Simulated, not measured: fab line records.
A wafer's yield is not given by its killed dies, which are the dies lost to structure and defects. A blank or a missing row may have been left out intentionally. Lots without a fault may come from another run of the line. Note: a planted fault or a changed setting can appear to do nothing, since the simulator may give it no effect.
fab line records	flow n5-finfet
[record] lots = 9	wafers = 27	last-day = 18
route steps=1938 shown HKMG_FIN@389 BEOL_M4@1111
lots with no fault: from the same line, run without faults
start-h: hours from the record's opening day to when the first of the lot's shown wafers began	wait-h: hours from the lot's prior step to this one	" identical to the entry in the row above	L1.1+2: a single row standing in for several wafers	- no value, or no start was given	* or withheld: withheld	< > ~ a bound
route shown NAME@n: NAME is a module with steps in the file, n the number in the route of the first one	usual: the fault-free wafers' mean and standard deviation	same: alike in all rows	chamber/n: place in a boat	sites: readings site by site	_std_site: how widely they spread, as a standard deviation	_edge_site: mean of outer sites minus mean of inner sites	radius-mm: for every site, how far away it sits from the centre of the wafer	mask NAME#n: copy n	behind: the most recent tool/chamber to have shaped the wafer	hold: why the lot went on hold/how many hours it stayed there/how the hold came to an end	device: the n, p or np transistor that did not switch	end of line: tests of these same wafers at the route's end	step lacking rows: just its recipe	killed: the dies lost at the first sort to structure and to defects; this is not the yield of the wafer	map: shows each die of a wafer: x if killed, . if not, _ if none is there
set.NAME: the setting the step ran with; set.NAME@STEP: the setting that earlier step ran with	model.NAME: the simulator's own value behind a step, which no gauge read
the route's steps for a sample of lots (tables are steps, rows are wafers)
services: when a tool's chamber went out of use (start-h, in hours from the record's first day, below 0 if earlier), for how many hours, and the reason
[[steps]]
[step N5_HKMG_FIN_ALD_75]
[recipe] material = Al2O3	target-thk-a = 10	temp-c = 150	ald-precursor-family = TMA	ald-co-reactant = H2O	pulse-time-s = withheld	co-reactant-pulse-time-s = 1
[usual] heater-power-w = 156/21	precursor-pulse-height-rel = 1.001/0.019
lot.wafer	tool	chamber	start-h	wait-h	heater-power-w	precursor-pulse-height-rel
L735.1	ald-hk-03	3	72.27	0.0	138	1.020
L735.2	"	2	"	"	187	0.988
L735.3	"	1	"	"	131	1.015
L736.1	ald-hk-02	0	78.16	0.0	181	1.052
L736.4	"	3	"	"	160	0.996
L736.5	"	2	"	"	177	1.016
L739.2	ald-hk-02	2	96.66	0.0	179	1.000
L739.5	"	2	"	"	179	0.986
L739.6	"	3	"	"	159	1.008
L742.1	ald-hk-03	1	117.83	0.0	131	1.028
L742.3	"	0	"	"	139	0.997
L742.6	"	2	"	"	188	1.013
L744.1	ald-hk-03	0	129.90	0.0	142	1.037
L744.3	"	1	"	"	132	1.019
L744.5	"	0	"	"	141	0.978
L746.1	ald-hk-03	1	144.31	0.0	134	0.988
L746.2	"	2	"	"	192	0.980
L746.6	"	2	"	"	193	1.002
L748.1	ald-hk-03	2	154.42	0.0	187	0.993
L748.5	"	2	"	"	186	1.003
L748.6	"	1	"	"	131	0.991
L754.3	ald-hk-02	2	183.66	0.0	177	1.010
L754.5	"	1	"	"	175	0.992
L754.6	"	0	"	"	179	1.008
L756.2	ald-hk-03	2	196.50	0.0	191	0.980
L756.5	"	2	"	"	191	1.026
L756.6	"	1	"	"	132	1.014
[step N5_HKMG_FIN_ETCH_54]
[recipe] chemistry = CF4	target = SiARC	target-depth-a = 455	mask-material = CAR-ArF	time-s = 75.8	ion-energy-ev = 80	pressure-mtorr = 40	source-w = 545	bias-w = 36	Ar_flow_sccm = 100	cf4-flow-sccm = 100	ends = cleared
[usual] cf4-flow-sccm = 100.03/0.28	drypump-motor-current-A = 5.9/0.33	etch-rf-on-time-s = 75.6/1	oes-product-au = 0.69/0.072	rf-vpp-V = 184.3/1.4	showerhead-plenum-p-Torr = 2.16/0.092	throttle-valve-pct = 15.53/0.18
lot.wafer	tool	chamber	start-h	wait-h	cf4-flow-sccm	drypump-motor-current-A	etch-rf-on-time-s	oes-product-au	rf-hours-counter-h	rf-vpp-V	showerhead-plenum-p-Torr	throttle-valve-pct
L735.1	rie-diel-04	2	72.86	0.0	99.83	6.1	74.5	0.81	16	183.7	2.11	15.67
L735.2	"	0	"	"	99.97	6.4	75.3	0.83	6	184.7	2.28	15.26
L735.3	"	1	"	"	99.93	6.1	75.6	0.65	171	182.0	2.05	15.46
L736.1	rie-diel-02	1	79.25	0.0	99.92	5.5	75.4	0.73	48	185.3	2.27	15.48
L736.4	"	0	"	"	99.91	5.3	73.8	0.80	3	186.8	2.27	15.21
L736.5	"	0	"	"	100.28	5.3	73.6	0.81	-	184.9	2.27	15.20
L739.2	rie-diel-04	3	97.29	0.0	100.01	6.0	75.1	0.65	171	184.7	2.13	15.49
L739.5	"	2	"	"	99.95	6.1	75.2	0.78	-	184.1	2.11	15.66
L739.6	"	1	"	"	100.05	6.1	76.4	0.64	-	182.8	2.04	15.45
L742.1	rie-diel-02	0	118.42	0.0	99.83	5.3	75.5	0.77	17	186.5	2.27	15.24
L742.3	"	1	"	"	99.84	5.4	76.6	0.72	61	185.1	2.27	15.53
L742.6	"	0	"	"	100.21	5.3	75.0	0.77	-	186.0	2.27	15.24
L744.1	rie-diel-04	1	130.36	0.0	99.99	6.1	75.8	0.63	194	182.6	2.04	15.49
L744.3	"	2	"	"	100.21	6.1	75.1	0.76	39	182.9	2.10	15.68
L744.5	"	3	"	"	100.05	6.0	74.1	0.64	-	182.8	2.12	15.52
L746.1	rie-diel-04	3	144.90	0.0	99.90	5.9	75.2	0.64	188	182.6	2.12	15.52
L746.2	"	2	"	"	100.72	6.1	75.2	0.75	44	183.7	2.10	15.71
L746.6	"	1	"	"	100.02	6.1	76.6	0.63	-	183.6	2.04	15.50
L748.1	rie-diel-04	3	155.00	0.0	100.39	6.0	74.5	0.63	191	184.1	2.12	15.53
L748.5	"	3	"	"	99.89	5.9	74.2	0.64	-	183.5	2.12	15.53
L748.6	"	0	"	"	100.23	6.4	74.0	0.78	-	186.0	2.27	15.32
L754.3	rie-diel-04	2	184.32	0.0	99.77	6.1	74.9	0.73	58	184.2	2.09	15.74
L754.5	"	2	"	"	100.16	6.1	75.0	0.74	-	182.7	2.09	15.75
L754.6	"	1	"	"	100.67	6.1	75.9	0.62	-	182.4	2.03	15.52
L756.2	rie-diel-04	1	197.09	0.0	100.08	6.1	75.9	0.62	217	182.5	2.03	15.54
L756.5	"	1	"	"	100.23	6.1	76.1	0.61	-	183.2	2.03	15.56
L756.6	"	2	"	"	99.50	6.1	75.5	0.72	-	182.8	2.09	15.74
[step N5_HKMG_FIN_ETCH_55]
[recipe] chemistry = N2/H2	target = SOC	target-depth-a = 2400	temp-c = 40	time-s = 300	ion-energy-ev = 200	mask-material = SiARC	pressure-mtorr = 30	source-w = 840	bias-w = 150	n2-flow-sccm = 200	h2-flow-sccm = 200
[usual] drypump-motor-current-A = 6.0/0.34	oes-product-au = 0.80/0.086	rf-vpp-V = 524/3.3	showerhead-plenum-p-Torr = 2.56/0.11	throttle-valve-pct = 17.77/0.18
lot.wafer	tool	chamber	start-h	wait-h	drypump-motor-current-A	oes-product-au	rf-hours-counter-h	rf-vpp-V	showerhead-plenum-p-Torr	throttle-valve-pct
L735.1	rie-diel-04	2	72.91	0.0	6.1	0.94	16	522	2.49	17.90
L735.2	"	0	"	"	6.4	0.98	7	528	2.71	17.50
L735.3	"	1	"	"	6.1	0.75	171	520	2.42	17.64
L736.1	rie-diel-02	1	79.30	0.0	5.5	0.86	48	530	2.69	17.64
L736.4	"	0	"	"	5.3	0.95	4	528	2.72	17.54
L736.5	"	0	"	"	5.3	0.94	-	529	2.72	17.55
L739.2	rie-diel-04	3	97.35	0.0	6.0	0.76	171	524	2.53	17.75
L739.5	"	2	"	"	6.1	0.92	-	519	2.49	17.93
L739.6	"	1	"	"	6.1	0.75	-	520	2.42	17.66
L742.1	rie-diel-02	0	118.48	0.0	5.3	0.90	17	527	2.71	17.53
L742.3	"	1	"	"	5.5	0.84	61	529	2.69	17.67
L742.6	"	0	"	"	5.3	0.90	-	529	2.71	17.55
L744.1	rie-diel-04	1	130.42	0.0	6.1	0.73	194	520	2.41	17.68
L744.3	"	2	"	"	6.1	0.88	39	522	2.48	17.94
L744.5	"	3	"	"	6.0	0.75	-	524	2.53	17.78
L746.1	rie-diel-04	3	144.96	0.0	6.0	0.75	189	525	2.53	17.78
L746.2	"	2	"	"	6.1	0.89	45	522	2.48	17.96
L746.6	"	1	"	"	6.1	0.73	-	520	2.41	17.69
L748.1	rie-diel-04	3	155.06	0.0	6.0	0.74	191	525	2.52	17.80
L748.5	"	3	"	"	6.0	0.75	-	521	2.52	17.78
L748.6	"	0	"	"	6.4	0.92	-	528	2.69	17.57
L754.3	rie-diel-04	2	184.38	0.0	6.1	0.86	58	522	2.48	17.98
L754.5	"	2	"	"	6.1	0.87	-	523	2.48	17.98
L754.6	"	1	"	"	6.1	0.73	-	520	2.41	17.69
L756.2	rie-diel-04	1	197.15	0.0	6.1	0.71	217	520	2.41	17.71
L756.5	"	1	"	"	6.1	0.71	-	520	2.41	17.71
L756.6	"	2	"	"	6.1	0.85	-	521	2.47	17.99
[step N5_HKMG_FIN_CVD_62]
[recipe] material = a-Si	target-thk-a = 30	temp-c = 500	precursor = Si2H6	pressure-torr = 1	time-s = 20.8
[usual] heater-power-w = 1455/200	susceptor-temp-C = 500.04/0.27
lot.wafer	tool	chamber	start-h	wait-h	heater-power-w	susceptor-temp-C
L735.1	thermal-cvd-si-02	2	74.55	0.2	1480	500.52
L735.2	"	0	"	"	1684	499.94
L735.3	"	1	"	"	1672	500.23
L736.1	thermal-cvd-si-01	0	80.96	0.2	1114	499.51
L736.4	"	0	"	"	1144	500.02
L736.5	"	1	"	"	1356	499.62
L739.2	thermal-cvd-si-02	1	99.04	0.2	1670	500.03
L739.5	"	1	"	"	1592	499.74
L739.6	"	2	"	"	1523	500.33
L742.1	thermal-cvd-si-01	0	120.11	0.2	1116	500.43
L742.3	"	1	"	"	1308	499.99
L742.6	"	0	"	"	1098	500.32
L744.1	thermal-cvd-si-01	2	132.06	0.2	1415	499.89
L744.3	"	1	"	"	1345	500.32
L744.5	"	1	"	"	1313	500.45
L746.1	thermal-cvd-si-01	1	146.60	0.2	1326	500.24
L746.2	"	2	"	"	1404	500.23
L746.6	"	0	"	"	1129	500.04
L748.1	thermal-cvd-si-01	2	156.70	0.2	1432	500.05
L748.5	"	0	"	"	1160	499.90
L748.6	"	2	"	"	1346	500.31
L754.3	thermal-cvd-si-01	2	186.02	0.2	1430	499.89
L754.5	"	2	"	"	1405	499.98
L754.6	"	0	"	"	1036	485.22
L756.2	thermal-cvd-si-01	2	198.78	0.2	1414	500.27
L756.5	"	0	"	"	1043	485.16
L756.6	"	1	"	"	1346	500.27
[step N5_BEOL_M4_RC_MEAS_101]
[usual] DIBL_N = 35.9/1.3	DIBL_P = 35.9/1.5	IOFF_N = 0.152/0.023	IOFF_P = 0.204/0.027	ION_N = 673/9.2	ION_P = 462/6.7	SS_N = 71.4/0.48	SS_P = 73.2/0.55	VT_N = 250.3/2.6	VT_P = -250.6/3
lot.wafer	tool	chamber	start-h	wait-h	DIBL_N[mV/V]	DIBL_P[mV/V]	IOFF_N[nA/um]	IOFF_P[nA/um]	ION_N[uA/um]	ION_P[uA/um]	SS_N[mV/dec]	SS_P[mV/dec]	VT_N[mV]	VT_P[mV]
L735.1	prober-02	0	180.88	0.0	35.2	35.1	0.120	0.163	662	455	70.9	72.3	255.4	-253.8
L735.2	"	0	"	"	37.0	38.1	0.155	0.207	671	468	71.2	72.6	251.9	-251.8
L735.3	"	0	"	"	37.2	37.3	0.149	0.193	659	450	71.6	73.2	250.1	-251.3
L736.1	prober-01	0	186.74	0.0	35.9	36.2	0.177	0.208	682	458	71.3	73.9	246.9	-250.4
L736.4	"	0	"	"	35.3	35.8	0.163	0.198	679	459	71.8	73.7	248.9	-251.5
L736.5	"	0	"	"	34.9	36.1	0.159	0.204	676	464	70.8	73.1	248.7	-252.7
L739.2	prober-01	0	213.20	0.2	36.6	36.6	0.135	0.175	670	456	71.2	72.8	253.0	-253.4
L739.5	"	0	"	"	35.3	34.7	0.122	0.159	676	453	70.6	72.6	253.1	-254.0
L739.6	"	0	"	"	37.3	38.1	0.162	0.214	685	469	71.8	73.6	251.9	-250.3
L742.1	prober-02	0	240.07	0.2	34.9	35.7	0.133	0.189	680	467	71.8	73.1	252.7	-250.8
L742.3	"	0	"	"	34.8	33.9	0.126	0.161	670	454	71.0	73.6	253.6	-254.7
L742.6	"	0	"	"	34.8	34.9	0.130	0.178	668	462	71.0	72.1	253.5	-252.7
L746.1	prober-01	0	266.27	0.0	35.2	36.2	0.158	0.216	679	469	71.9	72.9	250.1	-248.2
L746.2	"	0	"	"	32.5	33.7	0.120	0.180	670	462	70.6	72.4	252.9	-250.1
L746.6	"	0	"	"	35.8	36.4	0.160	0.222	671	462	71.1	73.5	251.2	-248.6
L744.1	prober-02	0	267.07	0.0	35.7	35.5	0.134	0.188	669	455	71.1	72.7	249.5	-249.6
L744.3	"	0	"	"	35.0	35.2	0.127	0.198	665	460	70.7	72.8	251.2	-248.8
L744.5	"	0	"	"	35.9	36.2	0.143	0.209	681	461	71.7	73.8	248.9	-248.1
L748.1	prober-02	0	274.88	0.0	36.3	33.9	0.147	0.227	669	472	71.5	72.4	248.6	-244.2
L748.5	"	0	"	"	36.9	34.5	0.148	0.227	678	467	71.1	73.4	251.3	-247.5
L748.6	"	0	"	"	38.0	36.4	0.184	0.275	692	477	71.6	73.6	247.6	-243.5
L754.3	prober-01	0	305.57	0.3	36.5	36.4	0.174	0.228	688	471	71.9	72.9	246.3	-248.1
L754.5	"	0	"	"	35.8	35.8	0.162	0.218	681	469	72.0	72.9	248.6	-249.2
L754.6	"	0	"	"	36.6	36.5	0.175	0.242	676	470	71.1	72.5	245.3	-245.8
L756.2	prober-02	0	313.59	0.2	35.1	35.8	0.128	0.167	669	455	71.1	73.3	255.3	-254.2
L756.5	"	0	"	"	35.3	37.1	0.134	0.183	667	455	71.7	73.4	253.0	-252.3
L756.6	"	0	"	"	35.1	36.6	0.138	0.171	672	456	71.8	73.2	252.9	-257.5
[[services]]
tool	chamber	start-h	hours	kind
rie-diel-02	0	52.92	-	clean
rie-diel-02	0	52.92	-	consumable-replace:focus-ring
rie-diel-02	0	52.92	-	consumable-replace:showerhead
rie-diel-02	0	52.92	17.0	scheduled-down
rie-diel-02	0	52.92	17.0	vent-cycle
rie-diel-02	-	85.35	0.4	repair
thermal-cvd-si-01	-	92.24	1.0	repair
rie-diel-02	2	113.74	6.6	repair
thermal-cvd-si-01	-	122.62	2.8	pm
thermal-cvd-si-02	0	144.70	2.3	repair
thermal-cvd-si-01	1	148.94	7.1	repair
thermal-cvd-si-02	1	156.55	9.5	repair
thermal-cvd-si-01	-	156.94	1.5	repair
thermal-cvd-si-01	2	162.47	7.0	repair
rie-diel-02	2	193.76	-	clean
rie-diel-02	2	193.76	-	consumable-replace:focus-ring
rie-diel-02	2	193.76	21.7	scheduled-down
rie-diel-02	2	193.76	21.7	vent-cycle
[[key]]
[first-sign] step = N5_HKMG_FIN_CVD_62	reading = susceptor-temp-C	direction = down	sigmas = 54	usual = *	struck = *
effect none on later readings
met-at N5_HKMG_FIN_CVD_62
struck-lots L754,L756
struck-wafers L754.6,L756.5
not-acting-at N5_HKMG_FIN_ALD_75,N5_HKMG_FIN_ETCH_54,N5_HKMG_FIN_ETCH_55
onset-between 156.70 186.02
[fault] kind = process-parameter-drift	tool = thermal-cvd-si-01	chamber = 0	onset-h = 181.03	steps = N5_HKMG_FIN_CVD_62	channel = temp-c	offset = *	shape = step	end-h = 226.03	stated = *
